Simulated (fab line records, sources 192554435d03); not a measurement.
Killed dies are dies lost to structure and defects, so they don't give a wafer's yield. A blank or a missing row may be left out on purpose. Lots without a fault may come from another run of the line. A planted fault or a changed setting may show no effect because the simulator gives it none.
Chamber matching | flow n5_finfet | N5_GATE_CUT_CMP_61 on cmp-01: 4 sister chambers
The step polishes, stops on SiNx, t overpolish 3 s. 8 wafers are shown with their chamber, then 8 later ones without.

WAFERS WITH THEIR CHAMBER
wafer  | chamber | motor_current_A (A)
L639.3 | 1       | 10.9
L640.5 | 1       | 11.2
L641.5 | 2       | 11.9
L641.6 | 3       | 11.2
L642.1 | 0       | 13.1
L642.2 | 2       | 11.5
L642.4 | 3       | 12.0
L643.1 | 0       | 13.4

WAFERS WITHOUT THEIR CHAMBER
wafer  | motor_current_A (A)
L643.4 | 11.1
L643.5 | 13.7
L653.1 | 10.5
L653.2 | 12.8
L653.4 | 11.9
L657.2 | 13.2
L657.4 | 11.3
L657.6 | 13.1

WHICH CHAMBER EACH WENT THROUGH
wafer  | from the rows above          | in truth
L643.4 | can't be placed: 1 or 3 or 2 | 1
L643.5 | 0                            | 0
L653.1 | can't be placed: 1 or 3 or 2 | 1
L653.2 | can't be placed: 0 or 2      | 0
L653.4 | can't be placed: 2 or 3 or 1 | 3
L657.2 | 0                            | 0
L657.4 | can't be placed: 1 or 3 or 2 | 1
L657.6 | 0                            | 0
Placed correctly: 3 of 8. Can't be placed from these rows: 5 (the true chamber is among the candidates in 5). Placed wrongly: 0.
How it was worked out, from the rows above alone: a wafer's distance from a chamber is the root of the sum, over the readings, of the square of ((its reading less the chamber's mean) divided by the reading's scatter). The wafer belongs to the nearest chamber; if the next one is less than 2 further off, it can't be placed. A chamber's mean is the mean of its shown wafers. The scatter: the root of (the sum of the squares of (reading less its chamber's mean) over the shown wafers, divided by (wafers less chambers)).
